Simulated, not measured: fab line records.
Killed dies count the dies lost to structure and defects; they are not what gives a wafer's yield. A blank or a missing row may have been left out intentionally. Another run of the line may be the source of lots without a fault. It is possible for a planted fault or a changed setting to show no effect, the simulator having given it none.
fab line records :: flow n5_finfet
record:
  lots: 3
  wafers: 7
  last_day: 17
route steps=1938 shown BEOL_M0_SAQP@686 BEOL_M0_CUTY@701 BEOL_M0@715 BEOL_M4@1111 PASSIVATION@1936
lots untouched by any fault: they come from a run of this same line in which no faults occurred
start_h: hours from the record's opening day to when the first of the lot's shown wafers began :: wait_h: how many hours have passed since the lot's step before this one :: " as in the row above :: L1.1+2: a single row standing in for several wafers :: - no value, or no start given :: * or withheld: withheld :: < > ~ a bound
route shown NAME@n: NAME is a module with steps in the file, n the number in the route of the first one :: usual: mean/standard deviation of fault-free wafers :: same: alike in all rows :: chamber/n: place in a boat :: sites: the reading at each site :: _std_site: how widely they spread, as a standard deviation :: _edge_site: outer sites' mean less inner sites' :: radius_mm: how far each site lies from the wafer's centre :: mask NAME#n: copy n :: behind: the tool/chamber that last shaped the wafer :: hold: cause of the lot's hold/its duration in hours/its outcome :: device: the transistor (n, p or np) that didn't switch :: end of line: the tests these same wafers got at the end of their route :: a step given without rows: its recipe and nothing more :: killed: not the wafer's yield, but the dies lost to structure and defects at the first sort :: map: the dies of a wafer, with x for killed, . for not killed, _ for no die there
set.NAME: the setting the step ran with; set.NAME@STEP: the setting that earlier step ran with :: model.NAME: the simulator's own value behind a step, which no gauge read
lots seen at some steps along the route; tables by step, rows by wafer
services: the hour from which a tool's chamber was out of use, counted from the record's first day as start_h (under 0 if before that day), plus the number of hours and why
== steps ==
step: N5_BEOL_M0_SAQP_EXPOSE_37
recipe:
  mask_id: M0_CUT1
  na: 0.33
  source_shape: annular
  sigma_inner: 0.35
  sigma_outer: 0.8
  polarization: unpolarized
  target_cd_nm: 30
  dose_mj: 44.75
step: N5_BEOL_M0_SAQP_PEB_38
recipe:
  peb_temp_c: 100
  peb_time_s: 60
  resist: CAR-EUV
step: N5_BEOL_M0_SAQP_DEVELOP_39
recipe:
  develop_time_s: 30
  developer: TMAH
  resist: CAR-EUV
  rinse_liquid: surfactant_rinse
  dry: air_spin
  dev_temp_c: 23
step: N5_BEOL_M0_SAQP_DESCUM_45
recipe:
  chemistry: O2
  time_s: 7
  source_power_w: 50
  bias_power_w: 20
  pressure_mtorr: 20
  rf_frequency_hz: 2.712e+07
  temp_c: 40
  resist: CAR-EUV
  o2_flow_sccm: 225
step: N5_BEOL_M0_SAQP_ETCH_88
recipe:
  chemistry: N2/H2
  target: underlayer
  target_depth_a: 65
  time_s: 5.2
  ion_energy_ev: 200
  mask_material: CAR-EUV
  pressure_mtorr: 30
  source_w: 840
  bias_w: 150
  n2_flow_sccm: 200
  h2_flow_sccm: 200
  ends: cleared
step: N5_BEOL_M0_SAQP_ETCH_73
recipe:
  chemistry: CF4
  target: SiARC
  target_depth_a: 195
  mask_material: CAR-EUV
  time_s: 32.5
  ion_energy_ev: 80
  pressure_mtorr: 40
  source_w: 545
  bias_w: 36
  Ar_flow_sccm: 100
  cf4_flow_sccm: 100
  ends: cleared
step: N5_BEOL_M0_SAQP_CUT_ETCH_46
recipe:
  chemistry: N2/H2
  target: SOC
  target_depth_a: 1350
  overetch_a: 270
  temp_c: 40
  time_s: 202.5
  ion_energy_ev: 200
  mask_material: SiARC
  pressure_mtorr: 30
  source_w: 840
  bias_w: 150
  n2_flow_sccm: 200
  h2_flow_sccm: 200
step: N5_BEOL_M0_SAQP_STRIP_74
recipe:
  chemistry: N2/H2
  temp_c: 40
  n2_flow_sccm: 200
  h2_flow_sccm: 200
  rf_frequency_hz: 6e+07
step: N5_BEOL_M0_SAQP_STRIP_89
recipe:
  chemistry: N2/H2
  temp_c: 40
  n2_flow_sccm: 200
  h2_flow_sccm: 200
  rf_frequency_hz: 6e+07
step: N5_BEOL_M0_SAQP_ALD_48
recipe:
  material: SiO2
  target_thk_a: 200
  temp_c: 100
  ald_precursor_family: BDEAS
  ald_co_reactant: O2-plasma
  pulse_time_s: 1
  co_reactant_pulse_time_s: 1
  purge_time_s: 2
  co_reactant_purge_time_s: 2
  ald_cycles: 139
  pressure_torr: 2
usual:
  heater_power_w: 81/7.3
  precursor_pulse_height_rel: 1.005/0.022
lot.wafer: L567.1
tool: ald_sin-01
chamber: 0
start_h: 127.95
wait_h: 0.0
heater_power_w: 87
precursor_pulse_height_rel: 0.996

lot.wafer: L567.2
tool: ald_sin-01
chamber: 2
start_h: 127.95
wait_h: 0.0
heater_power_w: 77
precursor_pulse_height_rel: 0.989

lot.wafer: L567.6
tool: ald_sin-01
chamber: 1
start_h: 127.95
wait_h: 0.0
heater_power_w: 82
precursor_pulse_height_rel: 1.021

lot.wafer: L568.2
tool: ald_sin-03
chamber: 3
start_h: 132.48
wait_h: 0.1
heater_power_w: 81
precursor_pulse_height_rel: 1.028

lot.wafer: L568.3
tool: ald_sin-03
chamber: 0
start_h: 132.48
wait_h: 0.1
heater_power_w: 96
precursor_pulse_height_rel: 0.985

lot.wafer: L568.6
tool: ald_sin-03
chamber: 2
start_h: 132.48
wait_h: 0.1
heater_power_w: 71
precursor_pulse_height_rel: 1.009

lot.wafer: L582.4
tool: ald_sin-01
chamber: 2
start_h: 217.50
wait_h: 0.3
heater_power_w: 77
precursor_pulse_height_rel: 0.987
step: N5_BEOL_M0_SAQP_ETCH_49
recipe:
  chemistry: CF4/O2
  target_depth_a: 370
  target: SiO2
  pressure_mtorr: 40
  source_w: 535
  bias_w: 49
  Ar_flow_sccm: 100
  cf4_flow_sccm: 100
  O2_flow_sccm: 10
  ion_energy_ev: 100
step: N5_BEOL_M0_SAQP_STRIP_75
recipe:
  chemistry: CF4
  resist: SiARC
  power_w: 300
  bias_power_w: 75
  pressure_mtorr: 50
  cf4_flow_sccm: 150
  rf_frequency_hz: 6e+07
step: N5_BEOL_M0_CUTY_COAT_50
recipe:
  resist: SiARC
  temp_c: 220
  time_s: 60
  spin_rpm: 1500
  resist_thk_nm: 15
step: N5_BEOL_M0_CUTY_COAT_51
recipe:
  resist: CAR-ArF-block
  spin_rpm: 1500
  resist_thk_nm: 150
step: N5_BEOL_M0_CUTY_EBR_52
recipe:
  solvent: PGMEA
  ebr_width_mm: 1.5
step: N5_BEOL_M0_CUTY_SOFTBAKE_53
recipe:
  temp_c: 110
  time_s: 60
  resist: CAR-ArF-block
step: N5_BEOL_M0_CUTY_EXPOSE_54
recipe:
  mask_id: M0_ABLK
  na: 1.35
  source_shape: conventional
  sigma_outer: 0.8
  polarization: unpolarized
  dose_mj: 36
step: N5_BEOL_M0_CUTY_PEB_55
recipe:
  peb_temp_c: 110
  peb_time_s: 60
  resist: CAR-ArF-block
step: N5_BEOL_M0_CUTY_DEVELOP_56
recipe:
  develop_time_s: 30
  developer: TMAH
  resist: CAR-ArF-block
  rinse_liquid: diw
  dry: air_spin
  dev_temp_c: 23
step: N5_BEOL_M0_CUTY_DESCUM_61
recipe:
  chemistry: O2
  time_s: 7.9
  source_power_w: 50
  bias_power_w: 20
  pressure_mtorr: 20
  rf_frequency_hz: 2.712e+07
  temp_c: 40
  resist: CAR-ArF-block
  o2_flow_sccm: 225
step: N5_BEOL_M0_CUTY_ETCH_62
recipe:
  chemistry: CF4
  target: SiARC
  mask_material: CAR-ArF-block
  time_s: 58.5
  ion_energy_ev: 80
  pressure_mtorr: 40
  source_w: 545
  bias_w: 36
  Ar_flow_sccm: 100
  cf4_flow_sccm: 100
  ends: cleared
step: N5_BEOL_M0_CUTY_ETCH_63
recipe:
  chemistry: N2/H2
  target: SOC
  target_depth_a: 827
  overetch_a: 165
  mask_material: SiARC
  temp_c: 40
  ion_energy_ev: 200
  time_s: 124
  pressure_mtorr: 30
  source_w: 840
  bias_w: 150
  n2_flow_sccm: 200
  h2_flow_sccm: 200
step: N5_BEOL_M0_CUTY_STRIP_64
recipe:
  chemistry: N2/H2
  temp_c: 40
  n2_flow_sccm: 200
  h2_flow_sccm: 200
  rf_frequency_hz: 6e+07
step: N5_BEOL_M0_ETCH_138
recipe:
  chemistry: CH3F/O2
  target_depth_a: 120
  target: SiCN
  time_s: 31.6
  ion_energy_ev: 120
  pressure_mtorr: 30
  source_w: 395
  bias_w: 75
  Ar_flow_sccm: 150
  CH3F_flow_sccm: 30
  O2_flow_sccm: 20
  ends: cleared
step: N5_BEOL_M0_HM_OPEN_105
recipe:
  chemistry: Cl2/BCl3
  target_depth_a: 120
  target: TiN
  ion_energy_ev: 150
  pressure_mtorr: 10
  icp_w: 1000
  bias_w: 126
  Cl2_flow_sccm: 53.25
  bcl3_flow_sccm: 21.75
  Ar_flow_sccm: 25
step: N5_BEOL_M0_STRIP_140
recipe:
  chemistry: CF4
  resist: SiARC
  power_w: 300
  bias_power_w: 75
  pressure_mtorr: 50
  cf4_flow_sccm: 150
  rf_frequency_hz: 6e+07
step: N5_BEOL_M0_STRIP_104
recipe:
  chemistry: N2/H2
  power_w: 450
  temp_c: 40
  pressure_mtorr: 20
  rf_frequency_hz: 6e+07
  overash_fraction: 0.3
  bias_power_w: 7
  h2_frac: 0.5
  n2_flow_sccm: 200
  h2_flow_sccm: 200
step: N5_BEOL_M0_WET_ETCH_106
recipe:
  chemistry: DHF
  dilution: 10:1
  temp_c: 25
  target: SiO2
  target_depth_a: 1300
  dry: ipa_marangoni
  rinse_time_s: 30
  rinse_temp_c: 23
step: N5_BEOL_M0_ETCH_128
recipe:
  chemistry: CF4/N2
  target_depth_a: 120
  overetch_a: 51
  target: SiCN
  time_s: 21.4
  ion_energy_ev: 150
  pressure_mtorr: 40
  source_w: 430
  bias_w: 70
  Ar_flow_sccm: 100
  cf4_flow_sccm: 60
  n2_flow_sccm: 60
step: N5_BEOL_M0_TRENCH_ETCH_107
recipe:
  chemistry: C4F6/O2
  target_depth_a: 328
  target: SiOC
  time_s: 16.4
  ion_energy_ev: 250
  pressure_mtorr: 30
  source_w: 355
  bias_w: 185
  Ar_flow_sccm: 300
  C4F6_flow_sccm: 10
  O2_flow_sccm: 10
step: N5_BEOL_M0_STRIP_142
recipe:
  chemistry: N2/H2
  time_s: 10
  power_w: 450
  temp_c: 40
  pressure_mtorr: 20
  rf_frequency_hz: 6e+07
  bias_power_w: 7
  n2_flow_sccm: 200
  h2_flow_sccm: 200
step: N5_BEOL_M0_HM_STRIP_129
recipe:
  chemistry: peroxide_tin_strip
  material: TiN
  target_depth_a: 170
  temp_c: 50
  time_s: 108
step: N5_BEOL_M0_SRD_130
recipe:
  time_s: 30
  temp_c: 23
  rinse_liquid: diw
  dry: ipa_marangoni
step: N5_BEOL_M0_ETCH_109
recipe:
  chemistry: CH3F/O2
  target_depth_a: 80
  overetch_a: 24
  target: SiCN
  time_s: 27.4
  ion_energy_ev: 120
  pressure_mtorr: 30
  source_w: 395
  bias_w: 75
  Ar_flow_sccm: 150
  CH3F_flow_sccm: 30
  O2_flow_sccm: 20
step: N5_BEOL_M0_STRIP_139
recipe:
  chemistry: post_etch_residue_remover
  time_s: 60
  temp_c: 25
  remover_ph: withheld
  remover_water_wt_pct: withheld
  remover_fluoride_wt_pct: withheld
step: N5_BEOL_M4_RC_MEAS_101
usual:
  DIBL_N: 37.5/2.5
  DIBL_P: 38/3.1
  IOFF_N: 0.19/0.059
  IOFF_P: 0.24/0.061
  ION_N: 679/16
  ION_P: 465/9.8
  RC_DENSE_N: 19.3/0.65
  RC_DENSE_P: 24.2/0.81
  RC_N: 15.7/0.52
  RC_P: 19.7/0.64
  REXT_N: 75.6/1.8
  SS_N: 72.0/0.8
  SS_P: 73.7/0.86
  VT_N: 248/4.5
  VT_P: -249/3.5
lot.wafer: L567.1
tool: prober-02
chamber: 0
start_h: 179.55
wait_h: 0.0
DIBL_N[mV/V]: 39.0
DIBL_P[mV/V]: 40
IOFF_N[nA/um]: 0.19
IOFF_P[nA/um]: 0.24
ION_N[uA/um]: 681
ION_P[uA/um]: 469
RC_DENSE_N[ohm.um]: 20.4
RC_DENSE_P[ohm.um]: 25.2
RC_N[ohm.um]: 16.4
RC_P[ohm.um]: 20.4
REXT_N[ohm.um]: 74.3
SS_N[mV/dec]: 71.7
SS_P[mV/dec]: 74.0
VT_N[mV]: 251
VT_P[mV]: -251

lot.wafer: L567.2
tool: prober-02
chamber: 0
start_h: 179.55
wait_h: 0.0
DIBL_N[mV/V]: 42.0
DIBL_P[mV/V]: 44
IOFF_N[nA/um]: 0.26
IOFF_P[nA/um]: 0.30
ION_N[uA/um]: 672
ION_P[uA/um]: 455
RC_DENSE_N[ohm.um]: 20.3
RC_DENSE_P[ohm.um]: 25.3
RC_N[ohm.um]: 16.4
RC_P[ohm.um]: 20.5
REXT_N[ohm.um]: 76.6
SS_N[mV/dec]: 72.5
SS_P[mV/dec]: 75.3
VT_N[mV]: 245
VT_P[mV]: -248

lot.wafer: L567.6
tool: prober-02
chamber: 0
start_h: 179.55
wait_h: 0.0
DIBL_N[mV/V]: 36.8
DIBL_P[mV/V]: 39
IOFF_N[nA/um]: 0.15
IOFF_P[nA/um]: 0.21
ION_N[uA/um]: 665
ION_P[uA/um]: 455
RC_DENSE_N[ohm.um]: 19.6
RC_DENSE_P[ohm.um]: 24.3
RC_N[ohm.um]: 15.9
RC_P[ohm.um]: 19.8
REXT_N[ohm.um]: 77.1
SS_N[mV/dec]: 71.2
SS_P[mV/dec]: 74.0
VT_N[mV]: 254
VT_P[mV]: -252

lot.wafer: L568.2
tool: prober-01
chamber: 0
start_h: 188.58
wait_h: 0.2
DIBL_N[mV/V]: 35.6
DIBL_P[mV/V]: 37
IOFF_N[nA/um]: 0.16
IOFF_P[nA/um]: 0.24
ION_N[uA/um]: 680
ION_P[uA/um]: 472
RC_DENSE_N[ohm.um]: 18.4
RC_DENSE_P[ohm.um]: 23.2
RC_N[ohm.um]: 14.9
RC_P[ohm.um]: 18.7
REXT_N[ohm.um]: 77.1
SS_N[mV/dec]: 71.6
SS_P[mV/dec]: 73.0
VT_N[mV]: 248
VT_P[mV]: -247

lot.wafer: L568.3
tool: prober-01
chamber: 0
start_h: 188.58
wait_h: 0.2
DIBL_N[mV/V]: 37.6
DIBL_P[mV/V]: 37
IOFF_N[nA/um]: 0.17
IOFF_P[nA/um]: 0.23
ION_N[uA/um]: 657
ION_P[uA/um]: 454
RC_DENSE_N[ohm.um]: 19.9
RC_DENSE_P[ohm.um]: 24.8
RC_N[ohm.um]: 16.2
RC_P[ohm.um]: 20.1
REXT_N[ohm.um]: 78.4
SS_N[mV/dec]: 72.6
SS_P[mV/dec]: 73.4
VT_N[mV]: 249
VT_P[mV]: -249

lot.wafer: L568.6
tool: prober-01
chamber: 0
start_h: 188.58
wait_h: 0.2
DIBL_N[mV/V]: 37.2
DIBL_P[mV/V]: 37
IOFF_N[nA/um]: 0.17
IOFF_P[nA/um]: 0.22
ION_N[uA/um]: 674
ION_P[uA/um]: 462
RC_DENSE_N[ohm.um]: 18.3
RC_DENSE_P[ohm.um]: 23.3
RC_N[ohm.um]: 14.9
RC_P[ohm.um]: 18.7
REXT_N[ohm.um]: 75.1
SS_N[mV/dec]: 71.5
SS_P[mV/dec]: 73.2
VT_N[mV]: 253
VT_P[mV]: -253

lot.wafer: L582.4
tool: prober-01
chamber: 0
start_h: 283.83
wait_h: 0.5
DIBL_N[mV/V]: 38.9
DIBL_P[mV/V]: 38
IOFF_N[nA/um]: 0.21
IOFF_P[nA/um]: 0.23
ION_N[uA/um]: 669
ION_P[uA/um]: 447
RC_DENSE_N[ohm.um]: 27.1
RC_DENSE_P[ohm.um]: 33.8
RC_N[ohm.um]: 21.9
RC_P[ohm.um]: 27.3
REXT_N[ohm.um]: 84.9
SS_N[mV/dec]: 72.5
SS_P[mV/dec]: 74.4
VT_N[mV]: 247
VT_P[mV]: -253
step: N5_PASSIVATION_PROBE_49
usual:
  defect_limited_yield: 91.0/1.4
  killed_at_M0_to_M3: 35/10
  killed_at_M4_up: 14/5.5
  killed_at_contacts: 13/5.6
  killed_at_front_end: 41/11
  killed_at_other: 4/3.4
  killed_dies: 106/16
  killed_on_rim: 13/4
  killed_open: 68/12
  killed_short: 35/7.3
  sort_bin_4_leakage: 0.3/2.1
  sort_bin_5_function: 5.3/0.89
  sort_bin_6_memory: 3.4/0.67
  sort_n_pass: 1070/28
  sort_yield_pct: 90.7/2.4
same:
  gross_dies: 1180
  killed_at_back_side: 0
  sort_bin_8_speed[%]: 0
lot.wafer: L568.2
tool: prober-01
chamber: -
start_h: 301.47
wait_h: 0.1
defect_limited_yield[%]: 92.0
killed_at_M0_to_M3: 40
killed_at_M4_up: 13
killed_at_contacts: 6
killed_at_front_end: 27
killed_at_other: 8
killed_dies: 94
killed_on_rim: 11
killed_open: 58
killed_short: 30
sort_bin_4_leakage[%]: 0
sort_bin_5_function[%]: 4.8
sort_bin_6_memory[%]: 2.8
sort_n_pass: 1086
sort_yield_pct[%]: 92.0

lot.wafer: L568.3
tool: prober-01
chamber: -
start_h: 301.52
wait_h: 0.1
defect_limited_yield[%]: 91.4
killed_at_M0_to_M3: 23
killed_at_M4_up: 14
killed_at_contacts: 9
killed_at_front_end: 46
killed_at_other: 9
killed_dies: 101
killed_on_rim: 9
killed_open: 51
killed_short: 42
sort_bin_4_leakage[%]: 0
sort_bin_5_function[%]: 4.8
sort_bin_6_memory[%]: 3.3
sort_n_pass: 1079
sort_yield_pct[%]: 91.4

lot.wafer: L568.6
tool: prober-01
chamber: -
start_h: 301.67
wait_h: 0.3
defect_limited_yield[%]: 90.4
killed_at_M0_to_M3: 37
killed_at_M4_up: 13
killed_at_contacts: 15
killed_at_front_end: 41
killed_at_other: 7
killed_dies: 113
killed_on_rim: 14
killed_open: 76
killed_short: 33
sort_bin_4_leakage[%]: 0
sort_bin_5_function[%]: 5.7
sort_bin_6_memory[%]: 3.6
sort_n_pass: 1067
sort_yield_pct[%]: 90.4

lot.wafer: L567.1
tool: prober-01
chamber: -
start_h: 303.40
wait_h: 0.0
defect_limited_yield[%]: 89.4
killed_at_M0_to_M3: 46
killed_at_M4_up: 9
killed_at_contacts: 13
killed_at_front_end: 56
killed_at_other: 1
killed_dies: 125
killed_on_rim: 12
killed_open: 89
killed_short: 29
sort_bin_4_leakage[%]: 0
sort_bin_5_function[%]: 6.7
sort_bin_6_memory[%]: 3.1
sort_n_pass: 1055
sort_yield_pct[%]: 89.4

lot.wafer: L567.2
tool: prober-01
chamber: -
start_h: 303.45
wait_h: 0.1
defect_limited_yield[%]: 92.2
killed_at_M0_to_M3: 30
killed_at_M4_up: 11
killed_at_contacts: 18
killed_at_front_end: 32
killed_at_other: 1
killed_dies: 92
killed_on_rim: 18
killed_open: 61
killed_short: 25
sort_bin_4_leakage[%]: 0.1
sort_bin_5_function[%]: 4.2
sort_bin_6_memory[%]: 3.0
sort_n_pass: 1087
sort_yield_pct[%]: 92.1

lot.wafer: L567.6
tool: prober-01
chamber: -
start_h: 303.65
wait_h: 0.3
defect_limited_yield[%]: 90.1
killed_at_M0_to_M3: 37
killed_at_M4_up: 9
killed_at_contacts: 28
killed_at_front_end: 43
killed_at_other: 0
killed_dies: 117
killed_on_rim: 19
killed_open: 81
killed_short: 32
sort_bin_4_leakage[%]: 0
sort_bin_5_function[%]: 6.2
sort_bin_6_memory[%]: 3.3
sort_n_pass: 1063
sort_yield_pct[%]: 90.1

lot.wafer: L582.4
tool: prober-02
chamber: -
start_h: 397.75
wait_h: 0.2
defect_limited_yield[%]: 83.6
killed_at_M0_to_M3: 128
killed_at_M4_up: 15
killed_at_contacts: 12
killed_at_front_end: 38
killed_at_other: 1
killed_dies: 194
killed_on_rim: 89
killed_open: 62
killed_short: 33
sort_bin_4_leakage[%]: 0
sort_bin_5_function[%]: 4.4
sort_bin_6_memory[%]: 3.2
sort_n_pass: 986
sort_yield_pct[%]: 83.6
killed by level:class
L568.2 BEOL_M0_SAQP:geometric_particle:short=14 BEOL_M0_SAQP:geometric_particle:open=11 STI_FIN_REVEAL:geometric_particle:open=8 DUMMY_GATE:geometric_particle:open=8 BEOL_M2:geometric_particle:open=6 MOL_CONTACT_COAG:geometric_particle:open=5 PAD_METAL:geometric_particle:short=4 BEOL_M4:geometric_particle:open=4
L568.3 FIN_SAQP:geometric_particle:short=12 MOL_CONTACT_COAG:geometric_particle:open=8 STI_FIN_REVEAL:geometric_particle:open=7 BEOL_M0_SAQP:geometric_particle:short=7 DUMMY_GATE:geometric_particle:open=5 BEOL_M0_SAQP:geometric_particle:open=5 BEOL_M5:geometric_particle:open=5 BEOL_M1:geometric_particle:open=4
L568.6 STI_FIN_REVEAL:geometric_particle:open=15 MOL_CONTACT_COAG:geometric_particle:open=13 BEOL_M0_SAQP:geometric_particle:short=9 BEOL_M0_SAQP:geometric_particle:open=8 BEOL_M2:geometric_particle:open=6 BEOL_M3:geometric_particle:open=4 BEOL_M4:geometric_particle:open=4 ILD0:geometric_particle:short=3
L567.1 BEOL_M3:geometric_particle:open=17 STI_FIN_REVEAL:geometric_particle:open=16 BEOL_M2:geometric_particle:open=13 MOL_CONTACT_COAG:geometric_particle:open=9 DUMMY_GATE:geometric_particle:open=8 GATE_CUT:geometric_particle:short=8 HKMG_FIN:area_etch=7 BEOL_M0_SAQP:geometric_particle:open=5
L567.2 MOL_CONTACT_COAG:geometric_particle:open=14 BEOL_M3:geometric_particle:open=8 STI_FIN_REVEAL:geometric_particle:open=6 DUMMY_GATE:geometric_particle:open=5 BEOL_M0_SAQP:geometric_particle:open=5 BEOL_M2:geometric_particle:open=5 GATE_CUT:geometric_particle:short=4 MOL_CONTACT_COAG:geometric_particle:short=4
L567.6 MOL_CONTACT_COAG:geometric_particle:open=25 STI_FIN_REVEAL:geometric_particle:open=13 BEOL_M2:geometric_particle:open=10 BEOL_M2:geometric_particle:short=6 FIN_SAQP:geometric_particle:open=5 FIN_SAQP:geometric_particle:short=5 BEOL_M3:geometric_particle:open=5 BEOL_M0_SAQP:geometric_particle:open=5
L582.4 BEOL_M0_SAQP:area_ald=99 BEOL_M0_SAQP:geometric_particle:open=9 BEOL_M0_SAQP:geometric_particle:short=8 GATE_CUT:geometric_particle:short=7 MOL_CONTACT_COAG:geometric_particle:open=7 FIN_SAQP:geometric_particle:open=6 STI_FIN_REVEAL:geometric_particle:open=6 BEOL_M4:geometric_particle:open=6
map L582.4 (x killed, . not)
_________________.xxxx...xx..________________
______________xx..x...x...x..xx._____________
___________..x..........x..xx..xx.x__________
__________.x.....x...............xxx_________
________xx..............x...x....x...._______
_______.x....x.........x.............xx______
______.x............x....x......x......x_____
_____........x..................x.....xxx____
____xx.x................x................x___
___x.x...x...............x................x__
___.x...............x.....................x__
__x...x..........xx......................x.x_
__x......x..x..................x.....x......_
_xx.....x...x..............................x.
_xx..................x.........x....x.....x.x
_x........x.........x..........x...x..x..x.xx
_x..........x.........x..x...........x.x...x.
_x.......x.x..xx...........................xx
_x.x......x.x....................x........x..
_xxx......x.....x..........................xx
_x...x......x............x..................x
__..................................x..x...._
__x....................x.....xx........x...x_
___x........................x.......x.x.x.x__
___x.....................................xx__
____x..............x...x.xx....x...x....xx___
_____.x.x..x.x........x..................____
______..................x.............xx_____
_______xx..x......................x..xx______
________xx..x.............x.x.......x._______
__________xx.x.....x........x...x.x._________
___________xxx..x...............xxx__________
______________xxx....x....x....x_____________
_________________xxx....x..xx________________
map L567.1 (x killed, . not)
_________________............________________
______________.................x_____________
___________.x........x.............__________
__________....x.......x.....xx....x._________
________........x.......x............._______
_______.x..............................______
______..x.....x........x.............x.._____
_____....x...............................____
____........x.....x.............x.........___
___....x.x.......x.x...........x.....x.....__
___.....x.xx....xx..x.....xx.......x.......__
__.......x......x.x.x......................._
__...................x...x.x..........x..x.._
_......x.........x.............x...x.....x...
_..x.............x.....x........x..x.x..x.x..
_x............x......x.............x.........
_................x.........x...xx............
_..........xx......x.x....x.....x..........x.
_x..x....................x..x.......x........
_.....xx........................x...x........
_...............................x......x.....
__....x.......x........xx.......x..x........_
__...................x....x............x...._
___...x.....x.........x....................__
___.x..xx...x.....x..x............x........__
____x.x..........x..x....x.......x........___
_____...x........x....x..................____
______.....x.x.x............x.........x._____
_______.....xx........x................______
________............x................._______
__________..........x..............._________
___________........x...............__________
______________..x...x........x.._____________
_________________....x.......________________
== services ==
tool: ald_sin-03
chamber: -
start_h: 142.68
hours: 6.1
kind: pm

tool: ald_sin-01
chamber: 3
start_h: 170.45
hours: 13.0
kind: repair

tool: ald_sin-01
chamber: 2
start_h: 205.75
hours: 6.1
kind: repair
== key ==
first_sign:
  step: N5_BEOL_M4_RC_MEAS_101
  reading: RC_DENSE_P
  direction: up
  sigmas: 12
  usual: 24.2
  struck: 33.8
effect:
  step: N5_BEOL_M4_RC_MEAS_101
  reading: RC_N
  direction: up
  sigmas: 12
  usual: 15.7
  struck: 21.9
effect:
  step: N5_BEOL_M4_RC_MEAS_101
  reading: RC_DENSE_N
  direction: up
  sigmas: 12
  usual: 19.3
  struck: 27.1
effect:
  step: N5_BEOL_M4_RC_MEAS_101
  reading: RC_P
  direction: up
  sigmas: 12
  usual: 19.7
  struck: 27.3
effect:
  step: N5_BEOL_M4_RC_MEAS_101
  reading: REXT_N
  direction: up
  sigmas: 5.1
  usual: 75.6
  struck: 84.9
effect:
  step: N5_PASSIVATION_PROBE_49
  reading: killed_at_M0_to_M3
  direction: up
  sigmas: 9.3
  usual: 35
  struck: 128
more_kills_born_at:
  N5_BEOL_M0_SAQP_ALD_48@ald_sin-01: 99
met_at N5_BEOL_M0_SAQP_ALD_48
struck_wafers L582.4
onset_between 127.95 217.50
also_fits time
earlier_fault:
  kind: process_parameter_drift
  tool: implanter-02
  chamber: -
  onset_h: 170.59
  steps: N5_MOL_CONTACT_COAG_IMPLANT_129
  channel: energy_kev
  offset: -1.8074
  shape: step
  acts_in: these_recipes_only
  stated: 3
fault:
  kind: site_profile_drift
  tool: ald_sin-01
  chamber: 2
  onset_h: 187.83
  steps: N5_BEOL_M0_SAQP_ALD_48
  basis: fraction
  max_abs_drift: 0.53905
  slope_share_per_hr: 119.79
  site_pattern: 0,0,0,0,0,-1,-1,-1,-1
